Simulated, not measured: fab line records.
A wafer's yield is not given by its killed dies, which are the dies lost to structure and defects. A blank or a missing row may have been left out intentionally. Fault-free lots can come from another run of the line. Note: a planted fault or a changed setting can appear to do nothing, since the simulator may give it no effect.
Which of the tools did it? + flow nand_harc + 72 wafers from 24 lots sampled at 5 of the route's 1302 steps

== WHAT THE GAUGES SHOWED, per wafer ==
NHARC_A_CONTACT_INSPECT_10. Usual: raw_defect_count 81, standard deviation 40.
| lot  | measured     | on                | raw_defect_count | flag |
|------|--------------|-------------------|------------------|------|
| L074 | day 21 18:16 | defect_inspect-02 | 62 75 76         |      |
| L075 | day 22 14:02 | defect_inspect-01 | 110 130 86       |      |
| L076 | day 22 20:21 | defect_inspect-01 | 95 89 93         |      |
| L077 | day 22 23:07 | defect_inspect-02 | 75 68 84         |      |
| L078 | day 23 15:09 | defect_inspect-02 | 107 113 104      |      |
| L079 | day 24 07:45 | defect_inspect-02 | 177 178 142      |      |
| L081 | day 25 06:51 | defect_inspect-01 | 17 28 27         |      |
| L082 | day 25 09:33 | defect_inspect-02 | 159 164 169      |      |
| L080 | day 25 12:49 | defect_inspect-01 | 71 86 70         |      |
| L083 | day 26 11:27 | defect_inspect-02 | 107 132 127      |      |
| L085 | day 26 12:08 | defect_inspect-01 | 70 80 61         |      |
| L084 | day 27 05:58 | defect_inspect-02 | 39 37 43         |      |
| L086 | day 27 16:05 | defect_inspect-01 | 27 18 21         |      |
| L087 | day 28 07:23 | defect_inspect-01 | 49 44 71         |      |
| L089 | day 28 09:00 | defect_inspect-01 | 112 111 121      |      |
| L090 | day 28 11:10 | defect_inspect-02 | 88 100 103       |      |
| L088 | day 28 15:29 | defect_inspect-01 | 64 68 63         |      |
| L091 | day 29 12:27 | defect_inspect-01 | 66 55 51         |      |
| L093 | day 30 00:13 | defect_inspect-01 | 87 84 56         |      |
| L094 | day 30 03:34 | defect_inspect-01 | 137 106 100      |      |
| L092 | day 30 06:32 | defect_inspect-01 | 55 70 68         |      |
| L095 | day 30 15:56 | defect_inspect-01 | 34 34 43         |      |
| L097 | day 31 08:34 | defect_inspect-01 | 147 121 125      |      |
| L096 | day 31 10:16 | defect_inspect-01 | 25 15 13         |      |

== EACH LOT AND THE TOOL THAT RAN IT (in order: tool; ch and the chambers of the sampled wafers; start) ==
| lot  | NHARC_A_CONTACT_ETCH_117             | NHARC_A_CONTACT_ETCH_118             | NHARC_A_CONTACT_ETCH_102           | NHARC_A_CONTACT_STRIP_55                      |
|------|--------------------------------------|--------------------------------------|------------------------------------|-----------------------------------------------|
| L074 | har_cap_etch-03 ch 0,1, day 21 01:49 | har_cap_etch-03 ch 0,1, day 21 01:59 | rie_diel-05 ch 0,1,2, day 21 04:20 | rie_diel-05 ch 0,1,2, day 21 18:16 or earlier |
| L075 | har_cap_etch-02 ch 0,1, day 21 18:18 | har_cap_etch-02 ch 0,1, day 21 18:29 | rie_diel-05 ch 0,3, day 21 21:14   | rie_diel-05 ch 2,3, day 22 14:02 or earlier   |
| L076 | har_cap_etch-03 ch 0,1, day 22 03:18 | har_cap_etch-03 ch 0,1, day 22 03:28 | rie_diel-06 ch 0,1,3, day 22 05:49 | rie_diel-06 ch 0,2, day 22 20:21 or earlier   |
| L077 | har_cap_etch-02 ch 0,1, day 22 04:09 | har_cap_etch-02 ch 0,1, day 22 04:23 | rie_diel-05 ch 2,3, day 22 07:08   | rie_diel-05 ch 1,2, day 22 23:07 or earlier   |
| L078 | har_cap_etch-03 ch 0,1, day 23 00:18 | har_cap_etch-03 ch 0,1, day 23 00:29 | rie_diel-12 ch 0,1,3, day 23 02:50 | rie_diel-12 ch 0,2, day 23 15:09 or earlier   |
| L079 | har_cap_etch-03 ch 0,1, day 23 13:27 | har_cap_etch-03 ch 0,1, day 23 13:37 | rie_diel-06 ch 0,1,3, day 23 16:02 | rie_diel-06 ch 0,3, day 24 07:45 or earlier   |
| L081 | har_cap_etch-01 ch 0,1, day 24 14:17 | har_cap_etch-01 ch 0,1, day 24 14:28 | rie_diel-05 ch 2,3, day 24 16:45   | rie_diel-05 ch 0,1,3, day 25 06:51 or earlier |
| L082 | har_cap_etch-02 ch 0,1, day 24 15:09 | har_cap_etch-02 ch 0,1, day 24 15:20 | rie_diel-05 ch 0,2, day 24 17:40   | rie_diel-05 ch 1,3, day 25 09:33 or earlier   |
| L080 | har_cap_etch-03 ch 0,1, day 24 21:02 | har_cap_etch-03 ch 0,1, day 24 21:12 | rie_diel-06 ch 1,2, day 24 23:40   | rie_diel-06 ch 0,1,3, day 25 12:49 or earlier |
| L083 | har_cap_etch-01 ch 0,1, day 25 19:20 | har_cap_etch-01 ch 0,1, day 25 19:30 | rie_diel-06 ch 0,1,3, day 25 21:53 | rie_diel-06 ch 1,2,3, day 26 11:27 or earlier |
| L085 | har_cap_etch-02 ch 0,1, day 25 19:34 | har_cap_etch-02 ch 0,1, day 25 19:44 | rie_diel-05 ch 0,1,3, day 25 22:04 | rie_diel-05 ch 1,2,3, day 26 12:08 or earlier |
| L084 | har_cap_etch-02 ch 0, day 26 13:16   | har_cap_etch-02 ch 0, day 26 13:26   | rie_diel-05 ch 0,2,3, day 26 15:48 | rie_diel-05 ch 1,3, day 27 05:58 or earlier   |
| L086 | har_cap_etch-03 ch 0,1, day 26 22:21 | har_cap_etch-03 ch 0,1, day 26 22:31 | rie_diel-05 ch 0,3, day 27 00:53   | rie_diel-05 ch 0,1, day 27 16:05 or earlier   |
| L087 | har_cap_etch-01 ch 0,1, day 27 13:35 | har_cap_etch-01 ch 0,1, day 27 13:46 | rie_diel-05 ch 0,2, day 27 16:07   | rie_diel-05 ch 0,1,3, day 28 07:23 or earlier |
| L089 | har_cap_etch-03 ch 0,1, day 27 16:35 | har_cap_etch-03 ch 0,1, day 27 16:45 | rie_diel-06 ch 1,2, day 27 19:04   | rie_diel-06 ch 0,1, day 28 09:00 or earlier   |
| L090 | har_cap_etch-02 ch 0,1, day 27 17:01 | har_cap_etch-02 ch 0,1, day 27 17:11 | rie_diel-05 ch 0,2,3, day 27 19:34 | rie_diel-05 ch 1,2,3, day 28 11:10 or earlier |
| L088 | har_cap_etch-03 ch 0,1, day 27 23:22 | har_cap_etch-03 ch 0,1, day 27 23:32 | rie_diel-05 ch 0,1,3, day 28 01:48 | rie_diel-05 ch 0,2,3, day 28 15:29 or earlier |
| L091 | har_cap_etch-01 ch 0,1, day 28 18:31 | har_cap_etch-01 ch 0,1, day 28 18:41 | rie_diel-05 ch 0,2, day 28 21:01   | rie_diel-05 ch 0,2,3, day 29 12:27 or earlier |
| L093 | har_cap_etch-03 ch 0,1, day 29 09:11 | har_cap_etch-03 ch 0,1, day 29 09:21 | rie_diel-12 ch 1,2,3, day 29 11:41 | rie_diel-12 ch 0,1,2, day 30 00:13 or earlier |
| L094 | har_cap_etch-01 ch 0,1, day 29 09:33 | har_cap_etch-01 ch 0,1, day 29 09:44 | rie_diel-06 ch 0,1,2, day 29 12:04 | rie_diel-06 ch 1,2,3, day 30 03:34 or earlier |
| L092 | har_cap_etch-02 ch 0,1, day 29 13:25 | har_cap_etch-02 ch 0,1, day 29 13:35 | rie_diel-05 ch 1,2,3, day 29 16:00 | rie_diel-05 ch 1,2,3, day 30 06:32 or earlier |
| L095 | har_cap_etch-03 ch 0,1, day 29 23:59 | har_cap_etch-03 ch 0,1, day 30 00:10 | rie_diel-12 ch 0,1,2, day 30 02:30 | rie_diel-12 ch 0,1,2, day 30 15:56 or earlier |
| L097 | har_cap_etch-03 ch 0,1, day 30 13:25 | har_cap_etch-03 ch 0,1, day 30 13:35 | rie_diel-05 ch 1,2,3, day 30 16:00 | rie_diel-05 ch 0,1,2, day 31 08:34 or earlier |
| L096 | har_cap_etch-01 ch 0,1, day 30 13:39 | har_cap_etch-01 ch 0,1, day 30 13:49 | rie_diel-05 ch 1,2, day 30 16:34   | rie_diel-05 ch 1,2,3, day 31 10:16 or earlier |
- NHARC_A_CONTACT_ETCH_117: etches the open film in C4F8/O2/Ar, time 190 s, target depth 1850 nm.
- NHARC_A_CONTACT_ETCH_118: etches the open film in C4F8/O2/Ar, time 190 s, target depth 1850 nm.
- NHARC_A_CONTACT_ETCH_102: etches the open film in CF4/O2, target depth 100 nm, overetch 10 nm, time 55 s.
- NHARC_A_CONTACT_STRIP_55: strips in O2.

== WHAT THE TOOLS THEMSELVES READ (means of the sampled wafers that have a number; where no wafer has one, the mark that the record gives instead) ==
NHARC_A_CONTACT_ETCH_117. Usual: chamber_pressure_mTorr 19.998 mTorr, standard deviation 0.019.
| lot  | tool            | chamber_pressure_mTorr (mTorr) | flag |
|------|-----------------|--------------------------------|------|
| L074 | har_cap_etch-03 | 19.984                         |      |
| L075 | har_cap_etch-02 | 19.984                         |      |
| L076 | har_cap_etch-03 | 20.000                         |      |
| L077 | har_cap_etch-02 | 20.009                         |      |
| L078 | har_cap_etch-03 | 19.997                         |      |
| L079 | har_cap_etch-03 | 20.016                         |      |
| L081 | har_cap_etch-01 | 19.991                         |      |
| L082 | har_cap_etch-02 | 19.988                         |      |
| L080 | har_cap_etch-03 | 19.985                         |      |
| L083 | har_cap_etch-01 | 20.006                         |      |
| L085 | har_cap_etch-02 | 20.004                         |      |
| L084 | har_cap_etch-02 | 19.976                         |      |
| L086 | har_cap_etch-03 | 19.987                         |      |
| L087 | har_cap_etch-01 | 19.992                         |      |
| L089 | har_cap_etch-03 | 19.993                         |      |
| L090 | har_cap_etch-02 | 19.994                         |      |
| L088 | har_cap_etch-03 | 20.003                         |      |
| L091 | har_cap_etch-01 | 20.003                         |      |
| L093 | har_cap_etch-03 | 19.992                         |      |
| L094 | har_cap_etch-01 | 19.997                         |      |
| L092 | har_cap_etch-02 | 19.989                         |      |
| L095 | har_cap_etch-03 | 19.994                         |      |
| L097 | har_cap_etch-03 | 19.972                         |      |
| L096 | har_cap_etch-01 | 19.993                         |      |

NHARC_A_CONTACT_ETCH_118. Usual: chamber_pressure_mTorr 20.001 mTorr, standard deviation 0.019.
| lot  | tool            | chamber_pressure_mTorr (mTorr) | flag |
|------|-----------------|--------------------------------|------|
| L074 | har_cap_etch-03 | 19.998                         |      |
| L075 | har_cap_etch-02 | 20.014                         |      |
| L076 | har_cap_etch-03 | 20.001                         |      |
| L077 | har_cap_etch-02 | 19.999                         |      |
| L078 | har_cap_etch-03 | 19.991                         |      |
| L079 | har_cap_etch-03 | 19.984                         |      |
| L081 | har_cap_etch-01 | 20.000                         |      |
| L082 | har_cap_etch-02 | 20.000                         |      |
| L080 | har_cap_etch-03 | 20.005                         |      |
| L083 | har_cap_etch-01 | 19.991                         |      |
| L085 | har_cap_etch-02 | 20.003                         |      |
| L084 | har_cap_etch-02 | 20.014                         |      |
| L086 | har_cap_etch-03 | 19.998                         |      |
| L087 | har_cap_etch-01 | 19.998                         |      |
| L089 | har_cap_etch-03 | 20.002                         |      |
| L090 | har_cap_etch-02 | 19.988                         |      |
| L088 | har_cap_etch-03 | 19.995                         |      |
| L091 | har_cap_etch-01 | 19.998                         |      |
| L093 | har_cap_etch-03 | 20.000                         |      |
| L094 | har_cap_etch-01 | 19.994                         |      |
| L092 | har_cap_etch-02 | 20.009                         |      |
| L095 | har_cap_etch-03 | 19.998                         |      |
| L097 | har_cap_etch-03 | 19.989                         |      |
| L096 | har_cap_etch-01 | 20.009                         |      |

NHARC_A_CONTACT_ETCH_102. Usual: cf4_flow_sccm 79.97 sccm, standard deviation 0.23; chamber_pressure_mTorr 29.999 mTorr, standard deviation 0.027; drypump_motor_current_A 5.8 A, standard deviation 0.38; oes_product_au 1.001 a.u., standard deviation 0.009; rf_vpp_V 198.6 V, standard deviation 1.5; showerhead_plenum_p_Torr 1.38 Torr, standard deviation 0.058; throttle_valve_pct 13.398 %, standard deviation 0.0092.
| lot  | tool        | cf4_flow_sccm (sccm) | chamber_pressure_mTorr (mTorr) | drypump_motor_current_A (A) | oes_product_au (a.u.) | rf_vpp_V (V) | showerhead_plenum_p_Torr (Torr) | throttle_valve_pct (%) | flag |
|------|-------------|----------------------|--------------------------------|-----------------------------|-----------------------|--------------|---------------------------------|------------------------|------|
| L074 | rie_diel-05 | 80.06                | 29.990                         | 5.9                         | 0.999                 | 199.7        | 1.42                            | 13.397                 |      |
| L075 | rie_diel-05 | 79.97                | 29.998                         | 5.7                         | 0.993                 | 199.5        | 1.38                            | 13.396                 |      |
| L076 | rie_diel-06 | 79.95                | 29.982                         | 5.7                         | 0.993                 | 197.3        | 1.30                            | 13.399                 |      |
| L077 | rie_diel-05 | 79.80                | 29.987                         | 5.8                         | 1.005                 | 198.5        | 1.41                            | 13.389                 |      |
| L078 | rie_diel-12 | 79.98                | 29.994                         | 5.8                         | 0.997                 | 199.7        | 1.41                            | 13.400                 |      |
| L079 | rie_diel-06 | 80.04                | 30.003                         | 5.7                         | 0.996                 | 197.4        | 1.29                            | 13.398                 |      |
| L081 | rie_diel-05 | 79.97                | 29.993                         | 5.8                         | 0.995                 | 199.1        | 1.41                            | 13.390                 |      |
| L082 | rie_diel-05 | 80.11                | 30.007                         | 5.6                         | 0.988                 | 200.3        | 1.43                            | 13.403                 |      |
| L080 | rie_diel-06 | 79.87                | 30.004                         | 5.5                         | 1.005                 | 198.0        | 1.35                            | 13.406                 |      |
| L083 | rie_diel-06 | 80.03                | 29.968                         | 5.7                         | 1.000                 | 197.4        | 1.29                            | 13.387                 |      |
| L085 | rie_diel-05 | 80.08                | 30.022                         | 6.0                         | 1.006                 | 199.0        | 1.39                            | 13.406                 |      |
| L084 | rie_diel-05 | 79.75                | 29.987                         | 5.7                         | 1.003                 | 198.8        | 1.40                            | 13.407                 |      |
| L086 | rie_diel-05 | 80.11                | 30.007                         | 5.7                         | 1.006                 | 198.1        | 1.37                            | 13.404                 |      |
| L087 | rie_diel-05 | 79.82                | 29.988                         | 5.6                         | 0.999                 | 200.5        | 1.43                            | 13.394                 |      |
| L089 | rie_diel-06 | 80.12                | 30.008                         | 5.5                         | 1.001                 | 197.8        | 1.35                            | 13.397                 |      |
| L090 | rie_diel-05 | 80.10                | 30.013                         | 5.7                         | 1.004                 | 198.6        | 1.40                            | 13.395                 |      |
| L088 | rie_diel-05 | 79.82                | 30.003                         | 6.0                         | 1.004                 | 199.3        | 1.39                            | 13.409                 |      |
| L091 | rie_diel-05 | 79.82                | 29.999                         | 5.6                         | 1.005                 | 198.4        | 1.42                            | 13.393                 |      |
| L093 | rie_diel-12 | 79.88                | 30.016                         | 5.9                         | 1.003                 | 198.2        | 1.35                            | 13.384                 |      |
| L094 | rie_diel-06 | 79.88                | 29.957                         | 5.4                         | 1.013                 | 197.6        | 1.33                            | 13.393                 |      |
| L092 | rie_diel-05 | 79.62                | 30.006                         | 6.1                         | 1.009                 | 198.7        | 1.40                            | 13.388                 |      |
| L095 | rie_diel-12 | 79.71                | 30.006                         | 6.0                         | 0.989                 | 198.7        | 1.35                            | 13.402                 |      |
| L097 | rie_diel-05 | 80.28                | 29.992                         | 6.1                         | 0.995                 | 198.8        | 1.39                            | 13.401                 |      |
| L096 | rie_diel-05 | 80.16                | 30.007                         | 6.0                         | 1.006                 | 199.3        | 1.42                            | 13.395                 |      |

NHARC_A_CONTACT_STRIP_55. Usual: chamber_pressure_mTorr 59.99 mTorr, standard deviation 0.044; drypump_motor_current_A 5.8 A, standard deviation 0.38; oes_product_au 1.001 a.u., standard deviation 0.0095; rf_vpp_V 58.0 V, standard deviation 0.86; showerhead_plenum_p_Torr 3.63 Torr, standard deviation 0.14; throttle_valve_pct 17.037 %, standard deviation 0.0084.
| lot  | tool        | chamber_pressure_mTorr (mTorr) | drypump_motor_current_A (A) | oes_product_au (a.u.) | rf_vpp_V (V) | showerhead_plenum_p_Torr (Torr) | throttle_valve_pct (%) | flag |
|------|-------------|--------------------------------|-----------------------------|-----------------------|--------------|---------------------------------|------------------------|------|
| L074 | rie_diel-05 | 59.96                          | 6.0                         | 1.000                 | 58.3         | 3.75                            | 17.043                 |      |
| L075 | rie_diel-05 | 59.99                          | 5.8                         | 0.995                 | 58.3         | 3.65                            | 17.036                 |      |
| L076 | rie_diel-06 | 60.00                          | 5.2                         | 1.004                 | 58.8         | 3.62                            | 17.032                 |      |
| L077 | rie_diel-05 | 60.00                          | 6.3                         | 1.007                 | 58.9         | 3.74                            | 17.040                 |      |
| L078 | rie_diel-12 | 60.00                          | 6.0                         | 1.003                 | 58.0         | 3.63                            | 17.037                 |      |
| L079 | rie_diel-06 | 60.00                          | 5.7                         | 1.003                 | 57.8         | 3.38                            | 17.039                 |      |
| L081 | rie_diel-05 | 60.02                          | 5.9                         | 0.988                 | 58.4         | 3.67                            | 17.028                 |      |
| L082 | rie_diel-05 | 60.00                          | 6.1                         | 0.991                 | 58.0         | 3.62                            | 17.032                 |      |
| L080 | rie_diel-06 | 60.02                          | 5.7                         | 1.000                 | 57.9         | 3.42                            | 17.039                 |      |
| L083 | rie_diel-06 | 60.00                          | 5.6                         | 0.988                 | 57.4         | 3.53                            | 17.040                 |      |
| L085 | rie_diel-05 | 60.00                          | 6.1                         | 1.005                 | 58.0         | 3.69                            | 17.029                 |      |
| L084 | rie_diel-05 | 60.04                          | 6.1                         | 1.010                 | 57.8         | 3.62                            | 17.040                 |      |
| L086 | rie_diel-05 | 59.99                          | 5.9                         | 0.998                 | 58.6         | 3.71                            | 17.046                 |      |
| L087 | rie_diel-05 | 59.97                          | 6.0                         | 0.998                 | 57.6         | 3.66                            | 17.036                 |      |
| L089 | rie_diel-06 | 59.99                          | 5.6                         | 1.009                 | 56.8         | 3.40                            | 17.040                 |      |
| L090 | rie_diel-05 | 59.99                          | 6.0                         | 1.001                 | 58.3         | 3.69                            | 17.037                 |      |
| L088 | rie_diel-05 | 59.95                          | 5.7                         | 1.012                 | 58.4         | 3.69                            | 17.049                 |      |
| L091 | rie_diel-05 | 59.98                          | 5.7                         | 1.000                 | 57.4         | 3.69                            | 17.033                 |      |
| L093 | rie_diel-12 | 60.00                          | 6.0                         | 1.001                 | 57.7         | 3.56                            | 17.035                 |      |
| L094 | rie_diel-06 | 60.00                          | 5.5                         | 1.003                 | 57.8         | 3.52                            | 17.037                 |      |
| L092 | rie_diel-05 | 60.00                          | 6.1                         | 1.004                 | 58.1         | 3.68                            | 17.033                 |      |
| L095 | rie_diel-12 | 59.97                          | 6.0                         | 0.983                 | 57.9         | 3.55                            | 17.050                 |      |
| L097 | rie_diel-05 | 59.99                          | 5.9                         | 1.003                 | 57.9         | 3.73                            | 17.034                 |      |
| L096 | rie_diel-05 | 60.01                          | 6.1                         | 1.005                 | 58.6         | 3.68                            | 17.041                 |      |

== THE ANSWER, worked out from the rows above alone ==
Rule: a lot is off if the mean of its wafers that have a number lies more than 3 standard deviations from the usual mean. A lot without any number at a reading at which 4 lots or more have one is off too. All remaining lots with rows at the step are treated as sound. Order of review: gauges by route order, followed by the tools' own readings, for which a lot's mean as printed above is used. The first step at which some lot is off is used, and at that step the reading that is off furthest; a lot without a number counts as furthest.
No lot is off on any of the readings shown, so nothing can be concluded from this.

== WHAT HAD BEEN PUT IN BY THE SIMULATOR ==
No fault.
